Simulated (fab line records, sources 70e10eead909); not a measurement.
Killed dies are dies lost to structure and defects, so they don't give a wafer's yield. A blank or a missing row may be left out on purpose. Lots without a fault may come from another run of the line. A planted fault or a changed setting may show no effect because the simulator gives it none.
Tool commonality check | flow nand_harc | 2 lots, 6 wafers sampled

WHY IT WAS OPENED
At NHARC_END_SORT_01 the reading killed_at_periphery is flagged on 2 of 2 lots. Wafers without a fault read 3.5, standard deviation 2.7.
Rule: a lot is flagged when every wafer of it that has a number lies more than 4 standard deviations from that mean, or none has a number. The other lots count as sound.

lot  | measured     | on        | killed_at_periphery, wafer by wafer | flag
L396 | day 30 15:02 | prober-01 | 590 587 589                         | FLAGGED
L397 | day 30 15:08 | prober-02 | 623 637 623                         | FLAGGED
The numbers of the flagged lots are 608.2 on average: +604.7 against the usual, or +99 or more standard deviations.

WHICH TOOL RAN EACH LOT
The record holds 3 process steps before the reading, out of a route of 1302 steps. In each cell: the tool, then ch and the chambers that the sampled wafers went through, then the start.
lot  | flag    | NHARC_P_GATE_STRIP_76                | NHARC_P_CONTACT_DEP_00                     | NHARC_P_CONTACT_CMP_01
L396 | FLAGGED | plasma_asher-01 ch 1, day 11 20:00   | pecvd-01 ch 1,2, day 12 00:50 or earlier   | cmp-03 ch 0,2,3, day 12 00:50
L397 | FLAGGED | plasma_asher-02 ch 0,1, day 11 19:37 | pecvd-01 ch 0,1,2, day 12 00:16 or earlier | cmp-03 ch 1,2, day 12 00:16
What these steps do:
- NHARC_P_GATE_STRIP_76: strips in O2.
- NHARC_P_CONTACT_DEP_00: deposits SiO2, target thk 500 nm.
- NHARC_P_CONTACT_CMP_01: polishes SiO2, target thk 200 nm.
- NHARC_END_SORT_01

FLAGGED OVER TOTAL, TOOL BY TOOL (the gauges that took the reading come last)
step                   | tool            | lots run | flagged | share of the flagged lots | sound lots run after its first flagged lot
NHARC_P_GATE_STRIP_76  | plasma_asher-01 | 1        | 1       | some                      | 0
NHARC_P_GATE_STRIP_76  | plasma_asher-02 | 1        | 1       | some                      | 0
NHARC_P_CONTACT_DEP_00 | pecvd-01        | 2        | 2       | all                       | 0
NHARC_P_CONTACT_CMP_01 | cmp-03          | 2        | 2       | all                       | 0
NHARC_END_SORT_01      | prober-01       | 1        | 1       | some                      | 0
NHARC_END_SORT_01      | prober-02       | 1        | 1       | some                      | 0
NHARC_P_CONTACT_DEP_00 gives no start for some lots, so the hours and the order of its lots are those of NHARC_P_CONTACT_CMP_01.

WHAT THE TABLE ALLOWS
2 rows of the table ran every flagged lot: pecvd-01 at NHARC_P_CONTACT_DEP_00, cmp-03 at NHARC_P_CONTACT_CMP_01.
- pecvd-01 at NHARC_P_CONTACT_DEP_00: 2 of its 2 lots flagged. It ran no sound lot before its first flagged lot in this sample, so the start can't be narrowed down.
- cmp-03 at NHARC_P_CONTACT_CMP_01: 2 of its 2 lots flagged. It ran no sound lot before its first flagged lot in this sample, so the start can't be narrowed down.
Counting lots can't tell these 2 tools apart, because each fits a fault that began at some hour. More lots, or a look at what each step does to the wafer, might.

WHAT THE SIMULATOR HAD PUT IN
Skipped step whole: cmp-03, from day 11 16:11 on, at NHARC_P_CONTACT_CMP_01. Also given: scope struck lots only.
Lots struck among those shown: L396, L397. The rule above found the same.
